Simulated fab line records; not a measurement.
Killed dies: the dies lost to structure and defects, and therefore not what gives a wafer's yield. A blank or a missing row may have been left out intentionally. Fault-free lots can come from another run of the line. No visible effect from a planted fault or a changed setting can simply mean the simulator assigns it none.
8D (eight disciplines) problem report, filled in by code | flow nand harc | the parts of the form that need people (team, actions taken, sign-off) are left out

1. WHAT WENT WRONG
At NHARC_END_SORT_01, killed at array averages 576 over 6 wafers from 2 lots, while fault-free wafers read 62, standard deviation 15. Relative to the usual mean, that is a shift of +34 standard deviations.
Seen first at day 27 15:35 on prober-02, wafer L951.1. The record holds 12 wafers of 5 lots with a number at this step. Rule for "out", or "out of limits": more than 4 standard deviations from the usual mean. The rest of the wafers with a number are treated as sound.

2. WHAT IT IS, AND WHAT IT ISN'T
question                    | is                                                 | is not
which readings at this step | killed at array, defect limited yield, killed dies | killed at other, killed at periphery, killed open, killed short
which lots                  | L951, L952                                         | L960, L962, L963
which wafers of those lots  | all that have a number                             | -
read on which gauges        | prober-01, prober-02                               | -
when                        | from day 27 15:35                                  | up to then (0 sound wafers); but 6 sound wafers of L960, L962, L963 came after

3. WHAT RULES OUT EACH SUSPECT
Counting: a tool at a process step up to the reading stays a suspect if it ran every lot that is out and no sound lot after the first of them.
- ruled out: the gauge at NHARC_END_SORT_01. Those wafers that are out were read across 2 gauges (prober-01, prober-02).
- ecd cu-01 at NHARC_A_M0_ECD_22 (material Cu, target thk 400 nm): ruled out as a lasting fault. The sound lots L962 went through it after L951, its earliest lot that is out (day 26 01:17).
- rie diel-10 at NHARC_THIN_TSV_ETCH_44 (etches the open film in CF4/O2, target depth 1594.2 nm, time 797.1 s): ruled out as a lasting fault. The sound lots L960, L962, L963 went through it after L951, its earliest lot that is out (day 27 00:43).
Left after counting: nothing in the record.

4. THE CAUSE (what the simulator had put in)
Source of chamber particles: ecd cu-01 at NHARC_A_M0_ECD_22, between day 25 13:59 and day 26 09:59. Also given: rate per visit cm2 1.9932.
The count ruled it out by mistake, since the rule takes a fault to strike every lot its tool runs from the start of the fault on, and this one did not do so.

5. SEQUENCE OF EFFECTS, ordered by route
Each row: a reading where the mean over the struck wafers with a number is more than 3 standard deviations away from the usual. Only readings for which the record gives a usual standard deviation are gone through. hours: the time from each lot's start at the first step in this table that gives one to its start at this step, as a median over the lots. sigmas: the change in usual standard deviations.
hours | step              | reading              | usual  | on struck wafers | change | sigmas
0     | NHARC_END_SORT_01 | defect limited yield | 90.2 % | 14.7             | -75.5  | -33
0     | NHARC_END_SORT_01 | killed at array      | 62     | 576              | +514   | +34
0     | NHARC_END_SORT_01 | killed dies          | 66     | 577              | +511   | +34

6. HOW IT WOULD HAVE BEEN CAUGHT EARLIER
In this record the first reading out of limits at a measuring or inspecting step was taken at day 27 15:35, 50 hours after the fault began at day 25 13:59.
No tool reading at NHARC_A_M0_ECD_22 that has a usual standard deviation in the record was out on any struck wafer, so an alarm limit of 4 standard deviations on those readings would not have fired.
